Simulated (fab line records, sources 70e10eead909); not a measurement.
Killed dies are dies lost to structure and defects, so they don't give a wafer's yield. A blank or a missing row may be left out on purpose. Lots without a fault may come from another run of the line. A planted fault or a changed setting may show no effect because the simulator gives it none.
fab line records | flow nand_harc | part 1 of 2: steps 1 to 27 of 38
record lots=5 wafers=15 last_day=30
route steps=1302 shown A_CHANNEL_FILL_D1@515 A_DECK1_JOINT@518 A_ONON_D2@545
lots that met no fault: from a run of the same line without faults
start_h: hours from the record's first day to the start of the lot's first wafer shown | wait_h: hours since the lot's step before | " the same as in the row above | L1.1+2: a row that stands for several wafers | - no value, or no start given | * or withheld: withheld | < > ~ a bound
route shown NAME@n: a module of which the file shows steps, and the number in the route of the first | usual: mean/standard deviation of fault-free wafers | same: alike in all rows | chamber/n: place in a boat | sites: the reading at each site | _std_site: their standard deviation | _edge_site: outer sites' mean less inner sites' | radius_mm: how far each site lies from the wafer's centre | mask NAME#n: copy n | behind: the tool/chamber that last shaped the wafer | hold: why the lot was held/for how many hours/how that ended | device: the transistor (n, p or np) that didn't switch | end of line: the same wafers' tests at the end of the route | a step without rows: its recipe alone | killed: dies lost to structure and defects at the first sort, not the wafer's yield | map: a wafer's dies, x killed, . not, _ none there
set.NAME: the setting as run; set.NAME@STEP: as run at that earlier step | model.NAME: the simulator's own value behind a step, which no gauge read
lots at some steps of the route; a table a step, a row a wafer
services: from which hour (start_h, from the record's first day; less than 0 if before it) a tool's chamber was out of use, for how many hours, and why
## steps
# step NHARC_A_CHANNEL_FILL_D1_SRD_12
# columns lot.wafer tool chamber start_h wait_h
L076.5+3+4 wet_bench-07 1,3,5 261.40 0.0
L075.5+4+6 wet_bench-07 4,5,6 299.14 0.0
L084.5+4+3 wet_bench-04 7,3,4 333.37 0.0
L087.2+5+3 wet_bench-04 5,6,0 380.45 0.0
L090.4+5+2 wet_bench-09 1,3,4 391.91 0.0
# step NHARC_A_CHANNEL_FILL_D1_INSPECT_13
# usual raw_defect_count=317/120
# columns lot.wafer tool chamber start_h wait_h raw_defect_count
L076.3 defect_inspect-01 - 261.51 0.0 257
L076.4 " - " " 320
L076.5 " - " " 240
L075.4 defect_inspect-01 - 299.26 0.0 424
L075.5 " - " " 487
L075.6 " - " " 545
L084.3 defect_inspect-01 - 333.49 0.0 454
L084.4 " - " " 241
L084.5 " - " " 335
L087.2 defect_inspect-02 - 380.56 0.0 296
L087.3 " - " " 245
L087.5 " - " " 223
L090.2 defect_inspect-01 - 392.02 0.0 150
L090.4 " - " " 206
L090.5 " - " " 213
# step NHARC_A_DECK1_JOINT_ETCHBACK_07
# recipe target_depth_a=1050 time_s=26.9 hbr_flow_sccm=150 rf_w=350 icp_w=350 bias_w=60 chemistry=HBr
# usual drypump_motor_current_A=5.4/0.35 oes_product_au=1.001/0.012 throttle_valve_pct=23.267/0.0091
# columns lot.wafer tool chamber start_h wait_h drypump_motor_current_A oes_product_au rf_hours_counter_h throttle_valve_pct
L076.3 rie_si-05 3 261.60 0.1 5.2 0.986 1.0 23.266
L076.4 " 0 " " 5.3 0.989 0.8 23.277
L076.5 " 1 " " 5.3 0.990 - 23.271
L075.4 rie_si-05 1 299.33 0.1 5.4 1.009 0.9 23.257
L075.5 " 0 " " 5.2 1.005 - 23.250
L075.6 " 1 " " 5.4 1.006 - 23.256
L084.3 rie_si-06 0 333.56 0.1 4.9 0.979 0.5 23.267
L084.4 " 1 " " 5.3 0.997 0.7 23.257
L084.5 " 3 " " 5.2 0.995 - 23.282
L087.2 rie_si-02 1 380.62 0.1 5.6 1.005 0.6 23.264
L087.3 " 0 " " 4.9 1.012 0.7 23.275
L087.5 " 2 " " 5.7 0.995 - 23.253
L090.2 rie_si-06 0 392.08 0.1 4.8 0.991 0.8 23.280
L090.4 " 2 " " 5.7 1.022 1.0 23.261
L090.5 " 0 " " 4.8 0.996 - 23.252
# step NHARC_A_DECK1_JOINT_ETCH_25
# recipe target_depth_a=5 chemistry=dHF material=SiO2
# columns lot.wafer tool chamber start_h wait_h
L076.4+3+5 wet_bench-06 3,4,5 261.73 0.1
L075.4+6+5 wet_bench-05 0,1,2 299.46 0.1
L084.3+5+4 wet_bench-05 0,1,3 333.70 0.1
L087.2+3+5 wet_bench-06 6,7,1 380.77 0.1
L090.2+4+5 wet_bench-06 3,7,0 392.22 0.1
# step NHARC_A_DECK1_JOINT_ETCH_19
# recipe temp_c=25 target_depth_a=30 chemistry=TMAH material=poly-Si
# usual bath_heat_duty_pct=6.4/0.7
# columns lot.wafer tool chamber start_h wait_h bath_heat_duty_pct
L076.4 wet_bench-06 3 261.76 0.0 6.7
L076.3 " 4 " " 5.1
L076.5 " 5 " " 6.7
L075.4 wet_bench-05 0 299.50 0.0 6.5
L075.6 " 1 " " 5.7
L075.5 " 2 " " 5.6
L084.3 wet_bench-05 0 333.73 0.0 6.6
L084.5 " 1 " " 6.0
L084.4 " 3 " " 7.1
L087.2 wet_bench-06 6 380.81 0.0 5.4
L087.3 " 7 " " 6.6
L087.5 " 1 " " 6.3
L090.2 wet_bench-06 3 392.25 0.0 6.8
L090.4 " 7 " " 6.3
L090.5 " 0 " " 7.4
# step NHARC_A_DECK1_JOINT_ETCH_18
# recipe target_depth_a=30 chemistry=dHF material=SiO2
# columns lot.wafer tool chamber start_h wait_h
L076.4+3+5 wet_bench-06 3,4,5 - -
L075.4+6+5 wet_bench-05 0,1,2 - -
L084.3+5+4 wet_bench-05 0,1,3 - -
L087.2+3+5 wet_bench-06 6,7,1 - -
L090.2+4+5 wet_bench-06 3,7,0 - -
# step NHARC_A_DECK1_JOINT_WET_08
# recipe temp_c=160 time_s=86 chemistry=H3PO4
# usual bath_heat_duty_pct=27.5/2.4
# columns lot.wafer tool chamber start_h wait_h bath_heat_duty_pct
L076.3 wet_h3po4-01 1 263.53 - 25.5
L076.4 " 1 " " 25.8
L076.5 " 1 " " 24.7
L075.4 wet_h3po4-02 0 301.30 - 26.2
L075.5 " 0 " " 26.0
L075.6 " 0 " " 26.9
L084.3 wet_h3po4-02 0 335.53 - 26.9
L084.4 " 0 " " 26.0
L084.5 " 0 " " 26.1
L087.2 wet_h3po4-01 0 383.80 - 28.5
L087.3 " 0 " " 29.4
L087.5 " 0 " " 29.7
L090.2 wet_h3po4-01 1 394.06 - 23.9
L090.4 " 1 " " 22.8
L090.5 " 1 " " 25.1
# step NHARC_A_DECK1_JOINT_ETCH_09
# recipe target_depth_a=50 chemistry=dHF material=SiO2
# columns lot.wafer tool chamber start_h wait_h
L076.3+4+5 wet_bench-06 3,4,6 264.09 0.0
L075.6+4+5 wet_bench-05 4,5,6 301.86 0.0
L084.5+3+4 wet_bench-05 4,6,7 336.09 0.0
L087.2+3+5 wet_bench-06 2,4,6 384.35 0.0
L090.4+5+2 wet_bench-05 0,2,5 394.61 0.0
# step NHARC_A_DECK1_JOINT_WET_10
# recipe temp_c=160 time_s=86 chemistry=H3PO4
# usual bath_heat_duty_pct=27.2/2.8
# columns lot.wafer tool chamber start_h wait_h bath_heat_duty_pct
L076.3 wet_h3po4-01 1 265.78 1.7 24.6
L076.4 " 1 " " 26.3
L076.5 " 1 " " 24.9
L075.4 wet_h3po4-01 1 303.54 1.7 23.8
L075.5 " 1 " " 24.5
L075.6 " 1 " " 24.9
L084.3 wet_h3po4-02 0 337.77 1.7 24.9
L084.4 " 0 " " 25.5
L084.5 " 0 " " 27.4
L087.2 wet_h3po4-01 1 386.04 1.7 24.4
L087.3 " 1 " " 24.5
L087.5 " 1 " " 26.3
L090.2 wet_h3po4-01 0 396.30 1.7 29.2
L090.4 " 0 " " 29.0
L090.5 " 0 " " 28.5
# step NHARC_A_DECK1_JOINT_ETCH_11
# recipe target_depth_a=350 chemistry=dHF material=SiO2
# columns lot.wafer tool chamber start_h wait_h
L076.5+3+4 wet_bench-02 3,5,6 266.35 0.0
L075.5+4+6 wet_bench-02 3,4,6 304.09 0.0
L084.4+3+5 wet_bench-02 5,6,1 338.32 0.0
L087.3+2+5 wet_bench-05 4,5,6 386.62 0.1
L090.2+5+4 wet_bench-02 4,5,6 396.87 0.0
# step NHARC_A_DECK1_JOINT_CVD_12
# recipe target_thk_a=900 temp_c=620 pressure_mtorr=200 time_s=1800 material=poly-Si
# usual spike_tc_bottom_C=641.8/2.1 spike_tc_lower_C=619.7/1.3
# columns lot.wafer tool chamber start_h wait_h spike_tc_bottom_C spike_tc_lower_C
L076.3 lpcvd_poly-04 0 269.00 2.6 642.1 620.7
L076.4 " 0 " " 642.6 619.5
L076.5 " 0 " " 640.7 620.4
L075.4 lpcvd_poly-01 0 306.75 2.6 643.8 620.2
L075.5 " 0 " " 644.5 619.3
L075.6 " 0 " " 645.0 619.8
L084.3 lpcvd_poly-01 0 340.98 2.6 644.3 617.5
L084.4 " 0 " " 643.3 618.3
L084.5 " 0 " " 644.8 618.4
L087.2 lpcvd_poly-01 0 389.24 2.6 645.4 619.7
L087.3 " 0 " " 643.3 618.9
L087.5 " 0 " " 642.9 618.1
L090.2 lpcvd_poly-04 0 399.53 2.6 640.2 621.4
L090.4 " 0 " " 640.9 619.4
L090.5 " 0 " " 641.7 620.3
# step NHARC_A_DECK1_JOINT_CMP_13
# recipe target_thk_nm=51.023
# usual motor_current_A=12.0/1.7 slurry_filter_dp_kPa=13.49/0.14 time_to_endpoint_s=9.0/2.4
# columns lot.wafer tool chamber start_h wait_h motor_current_A slurry_filter_dp_kPa time_to_endpoint_s
L076.4 cmp-02 0 271.82 0.4 11.2 13.48 7.3
L076.3 " 1 " " 13.9 13.40 7.6
L076.5 " 0 " " 11.1 13.49 8.4
L075.4 cmp-01 2 309.64 0.4 10.2 13.55 11.3
L075.5 " 1 " " 10.9 13.70 8.8
L075.6 " 2 " " 10.7 13.53 11.0
L084.4 cmp-01 2 343.84 0.4 10.0 13.67 11.4
L084.3 " 0 " " 15.6 13.63 9.0
L084.5 " 2 " " 10.9 13.58 13.1
L087.2 cmp-04 3 392.09 0.4 10.6 13.56 8.7
L087.3 " 0 " " 13.9 13.36 11.9
L087.5 " 0 " " 14.5 13.46 8.7
L090.2 cmp-04 2 402.43 0.4 10.3 13.44 8.2
L090.4 " 3 " " 10.7 13.53 8.0
L090.5 " 0 " " 13.6 13.38 9.6
# step NHARC_A_DECK1_JOINT_THK_MEAS_14
# recipe thk_meas_gauge=ellipsometry
# usual thk_nm=50.7/1.7
# columns lot.wafer tool chamber start_h wait_h thk_nm
L076.3 film_metro-02 - 272.08 0.2 51.0
L076.4 " - " " 49.3
L076.5 " - " " 50.1
L075.4 film_metro-02 - 309.87 0.2 51.9
L075.5 " - " " 49.7
L075.6 " - " " 51.3
L084.3 film_metro-02 - 344.10 0.2 51.6
L084.4 " - " " 53.6
L084.5 " - " " 53.0
L087.2 film_metro-01 - 392.34 0.2 50.0
L087.3 " - " " 50.1
L087.5 " - " " 51.8
L090.2 film_metro-01 - 402.64 0.2 51.2
L090.4 " - " " 50.8
L090.5 " - " " 50.6
# step NHARC_A_DECK1_JOINT_SRD_04
# columns lot.wafer tool chamber start_h wait_h
L076.3+5+4 wet_bench-02 7,0,1 272.13 0.0
L075.5+6+4 wet_bench-06 1,2,3 309.91 0.0
L084.5+3+4 wet_bench-05 4,5,1 344.14 0.0
L087.5+3+2 wet_bench-06 7,2,3 392.39 0.0
L090.4+5+2 wet_bench-02 4,7,0 402.68 0.0
# step NHARC_A_DECK1_JOINT_ETCHBACK_00
# recipe target_depth_a=300 time_s=17.4 hbr_flow_sccm=150 rf_w=350 icp_w=350 bias_w=60 chemistry=HBr
# usual drypump_motor_current_A=5.33/0.3 oes_product_au=0.998/0.011 throttle_valve_pct=23.266/0.0084
# columns lot.wafer tool chamber start_h wait_h drypump_motor_current_A oes_product_au rf_hours_counter_h throttle_valve_pct
L076.3 rie_si-02 0 272.22 0.1 4.98 1.001 1.0 23.278
L076.4 " 1 " " 5.61 1.023 1.1 23.260
L076.5 " 0 " " 4.96 1.002 - 23.257
L075.4 rie_si-06 3 310.02 0.1 5.15 1.000 0.3 23.281
L075.6 " 1 " " 5.30 1.010 - 23.272
L075.5 " 2 " " 5.70 1.007 - 23.275
L084.4 rie_si-02 2 344.23 0.1 5.72 1.001 0.1 23.277
L084.3 " 1 " " 5.61 0.996 0.4 23.264
L084.5 " 2 " " 5.73 0.988 - 23.287
L087.3 rie_si-05 0 392.47 0.1 5.26 0.989 0.5 23.244
L087.2 " 3 " " 5.17 0.992 0.5 23.261
L087.5 " 1 " " 5.31 0.999 - 23.275
L090.4 rie_si-02 2 402.78 0.1 5.73 0.983 0.4 23.275
L090.2 " 3 " " 5.94 1.001 0.8 23.261
L090.5 " 1 " " 5.61 0.996 - 23.269
# step NHARC_A_DECK1_JOINT_PRECLEAN_30
# recipe time_s=* temp_c=50 bath_age_min=0 chemistry=SC1
# usual bath_heat_duty_pct=7.2/0.8 diw_flow_mL_min=1416/4.3
# columns lot.wafer tool chamber start_h wait_h bath_heat_duty_pct diw_flow_mL_min
L076.5 wet_bench-02 2 272.36 0.1 8.1 1424
L076.3 " 4 " " 7.6 1412
L076.4 " 5 " " 6.0 1412
L075.5 wet_bench-06 3 310.14 0.1 7.6 1414
L075.4 " 5 " " 7.2 1413
L075.6 " 7 " " 7.3 1413
L084.5 wet_bench-02 2 344.37 0.1 8.2 1418
L084.3 " 3 " " 6.5 1413
L084.4 " 6 " " 6.6 1412
L087.3 wet_bench-05 3 392.61 0.1 8.4 1408
L087.5 " 4 " " 7.1 1414
L087.2 " 5 " " 8.5 1418
L090.2 wet_bench-05 1 402.91 0.1 6.5 1422
L090.5 " 2 " " 7.3 1414
L090.4 " 3 " " 8.3 1417
# step NHARC_A_DECK1_JOINT_SRD_31
# columns lot.wafer tool chamber start_h wait_h
L076.5+3+4 wet_bench-02 2,4,5 - -
L075.5+4+6 wet_bench-06 3,5,7 - -
L084.5+3+4 wet_bench-02 2,3,6 - -
L087.3+5+2 wet_bench-05 3,4,5 - -
L090.2+5+4 wet_bench-05 1,2,3 - -
# step NHARC_A_DECK1_JOINT_CVD_34
# recipe target_thk_a=200 temp_c=700 pressure_mtorr=300 material=SiNx
# usual spike_tc_bottom_C=720/3.2 spike_tc_lower_C=698.6/1.2
# columns lot.wafer tool chamber start_h wait_h spike_tc_bottom_C spike_tc_lower_C
L076.3 lpcvd-01 0 275.59 - 721 697.8
L076.4 " 0 " " 721 698.2
L076.5 " 0 " " 721 699.4
L075.4 lpcvd-01 1 313.38 - 716 697.6
L075.5 " 1 " " 714 698.0
L075.6 " 1 " " 714 696.9
L084.3 lpcvd-02 1 347.61 - 725 699.9
L084.4 " 1 " " 723 699.9
L084.5 " 1 " " 725 699.8
L087.2 lpcvd-01 1 395.86 - 717 699.7
L087.3 " 1 " " 717 698.3
L087.5 " 1 " " 717 699.2
L090.2 lpcvd-01 1 405.22 - 715 698.5
L090.4 " 1 " " 715 699.7
L090.5 " 1 " " 717 699.7
# step NHARC_A_DECK1_JOINT_DEP_06
# recipe target_thk_a=800 temp_c=65 material=SiOx
# columns lot.wafer tool chamber start_h wait_h
L076.4+3+5 fcvd-01 1,0,0 279.12 0.7
L075.4+5+6 fcvd-01 0,0,1 316.68 0.4
L084.3+4+5 fcvd-02 0,1,0 350.92 0.4
L087.2+3+5 fcvd-01 1,0,1 399.15 0.4
L090.2+4+5 fcvd-01 0,1,0 408.46 0.4
# step NHARC_A_DECK1_JOINT_CURE_26
# recipe temp_c=150 time_s=32 pressure_atm=0.395
# columns lot.wafer tool chamber start_h wait_h
L076.4+3+5 fcvd-01 1,0,0 279.26 0.1
L075.4+5+6 fcvd-01 0,0,1 316.83 0.1
L084.3+4+5 fcvd-02 0,1,0 351.06 0.1
L087.2+3+5 fcvd-01 1,0,1 399.31 0.1
L090.2+4+5 fcvd-01 0,1,0 408.64 0.1
# step NHARC_A_DECK1_JOINT_ANNEAL_27
# recipe temp_c=400 time_s=3600 idle_temp_c=300 ramp_up_c_per_min=10 densification_p_h2o_torr=640
# usual spike_tc_bottom_C=427.9/1.7 spike_tc_lower_C=400.2/1.3
# columns lot.wafer tool chamber start_h wait_h spike_tc_bottom_C spike_tc_lower_C
L076.3 furnace-05 0 281.71 2.4 429.7 401.0
L076.4 " 0 " " 430.2 399.2
L076.5 " 0 " " 429.7 399.1
L075.4 furnace-05 0 324.31 7.5 428.6 399.0
L075.5 " 0 " " 428.1 402.1
L075.6 " 0 " " 427.9 402.5
L084.3 furnace-05 0 353.76 2.7 429.9 399.8
L084.4 " 0 " " 428.6 401.5
L084.5 " 0 " " 427.2 399.0
L087.2 furnace-05 0 405.36 6.0 429.1 401.5
L087.3 " 0 " " 429.0 401.0
L087.5 " 0 " " 427.3 399.3
L090.2 furnace-05 0 411.52 2.9 428.8 398.6
L090.4 " 0 " " 429.6 400.6
L090.5 " 0 " " 428.3 402.0
# step NHARC_A_DECK1_JOINT_ANNEAL_28
# recipe temp_c=500 time_s=1800 idle_temp_c=400 ramp_up_c_per_min=10 densification_p_h2o_torr=640
# usual spike_tc_bottom_C=526.9/1.7 spike_tc_lower_C=500.2/1.2
# columns lot.wafer tool chamber start_h wait_h spike_tc_bottom_C spike_tc_lower_C
L076.3 furnace-05 0 287.08 3.6 524.9 500.1
L076.4 " 0 " " 526.6 502.1
L076.5 " 0 " " 528.0 501.8
L075.4 furnace-05 0 328.64 2.6 527.0 501.1
L075.5 " 0 " " 528.5 500.9
L075.6 " 0 " " 526.7 499.0
L084.3 furnace-05 0 359.79 4.3 527.8 499.6
L084.4 " 0 " " 528.8 500.1
L084.5 " 0 " " 527.5 501.3
L087.2 furnace-05 0 410.86 3.7 527.7 499.8
L087.3 " 0 " " 528.5 500.4
L087.5 " 0 " " 527.6 500.5
L090.2 furnace-05 0 416.41 3.1 529.5 499.8
L090.4 " 0 " " 527.1 502.4
L090.5 " 0 " " 527.3 500.8
# step NHARC_A_DECK1_JOINT_ANNEAL_29
# recipe temp_c=750 time_s=1800 idle_temp_c=500 ramp_up_c_per_min=10 ramp_down_c_per_min=3
# usual spike_tc_bottom_C=773.4/1.9 spike_tc_lower_C=750.4/1.4
# columns lot.wafer tool chamber start_h wait_h spike_tc_bottom_C spike_tc_lower_C
L076.3 furnace-05 0 290.33 2.6 774.8 750.6
L076.4 " 0 " " 775.6 749.6
L076.5 " 0 " " 773.2 749.4
L075.4 furnace-05 0 341.67 12.4 773.9 750.7
L075.5 " 0 " " 773.7 750.2
L075.6 " 0 " " 775.6 751.6
L084.3 furnace-05 0 363.02 2.6 774.5 750.2
L084.4 " 0 " " 775.0 751.9
L084.5 " 0 " " 773.7 751.7
L087.2 furnace-05 0 414.09 2.6 775.7 751.2
L087.3 " 0 " " 775.3 750.2
L087.5 " 0 " " 773.6 751.8
L090.2 furnace-05 0 420.66 3.6 774.0 748.7
L090.4 " 0 " " 773.4 749.7
L090.5 " 0 " " 772.7 751.8
# step NHARC_A_DECK1_JOINT_CMP_02
# recipe material=SiOx
# usual motor_current_A=11.9/1.7 slurry_filter_dp_kPa=13.49/0.13
# columns lot.wafer tool chamber start_h wait_h motor_current_A slurry_filter_dp_kPa
L076.4 cmp-01 3 292.98 0.4 12.4 13.36
L076.3 " 0 " " 16.0 13.52
L076.5 " 3 " " 11.2 13.39
L075.4 cmp-02 1 344.38 0.4 12.9 13.31
L075.6 " 3 " " 10.7 13.54
L075.5 " 0 " " 11.2 13.57
L084.4 cmp-04 3 365.69 0.4 10.7 13.31
L084.3 " 1 " " 12.0 13.53
L084.5 " 0 " " 12.7 13.42
L087.3 cmp-02 0 416.80 0.4 10.8 13.50
L087.2 " 2 " " 13.0 13.56
L087.5 " 0 " " 10.9 13.51
L090.4 cmp-04 3 423.37 0.4 11.2 13.46
L090.2 " 0 " " 14.2 13.42
L090.5 " 3 " " 11.0 13.47
# step NHARC_A_DECK1_JOINT_SRD_15
# columns lot.wafer tool chamber start_h wait_h
L076.5+3+4 wet_bench-05 0,1,2 293.29 0.0
L075.6+5+4 wet_bench-06 0,4,5 344.63 0.0
L084.3+5+4 wet_bench-02 1,4,5 365.98 0.0
L087.2+5+3 wet_bench-06 6,7,2 417.07 0.0
L090.4+5+2 wet_bench-05 7,1,3 423.65 0.0
# step NHARC_A_DECK1_JOINT_DEP_16
# recipe target_thk_a=450 temp_c=400 pressure_torr=6.5 rf_w=900 teos_flow_sccm=161.4 flow_sccm=2650 target_thk_nm=45 gas=O2 material=SiO2
# usual heater_power_w=563/110 throttle_valve_pct=15.9/0.54
# columns lot.wafer tool chamber start_h wait_h heater_power_w throttle_valve_pct
L076.3 pecvd-03 2 293.43 0.1 459 16.4
L076.5 " 0 " " 579 15.6
L076.4 " 2 " " 465 16.3
L075.4 pecvd-02 1 344.81 0.2 656 16.1
L075.6 " 2 " " 534 16.3
L075.5 " 0 " " 467 14.4
L084.3 pecvd-01 1 366.17 0.2 545 16.0
L084.4 " 2 " " 592 16.2
L084.5 " 1 " " 556 16.0
L087.2 pecvd-03 1 417.17 0.1 598 16.3
L087.3 " 0 " " 523 15.5
L087.5 " 1 " " 602 16.3
L090.2 pecvd-01 2 423.77 0.1 572 16.5
L090.4 " 2 " " 581 16.2
L090.5 " 0 " " 899 15.2
# step NHARC_A_DECK1_JOINT_THK_MEAS_17
# recipe thk_meas_gauge=ellipsometry
# usual thk_nm=45.2/1.2
# columns lot.wafer tool chamber start_h wait_h thk_nm
L076.3 film_metro-02 - 293.65 0.2 44.3
L076.4 " - " " 45.1
L076.5 " - " " 44.8
L075.4 film_metro-02 - 345.00 0.2 44.5
L075.5 " - " " 43.3
L075.6 " - " " 44.7
L084.3 film_metro-02 - 366.45 0.2 45.0
L084.4 " - " " 45.9
L084.5 " - " " 45.4
L087.2 film_metro-01 - 417.45 0.3 44.5
L087.3 " - " " 44.1
L087.5 " - " " 45.2
L090.2 film_metro-02 - 424.02 0.2 45.4
L090.4 " - " " 46.0
L090.5 " - " " 43.8
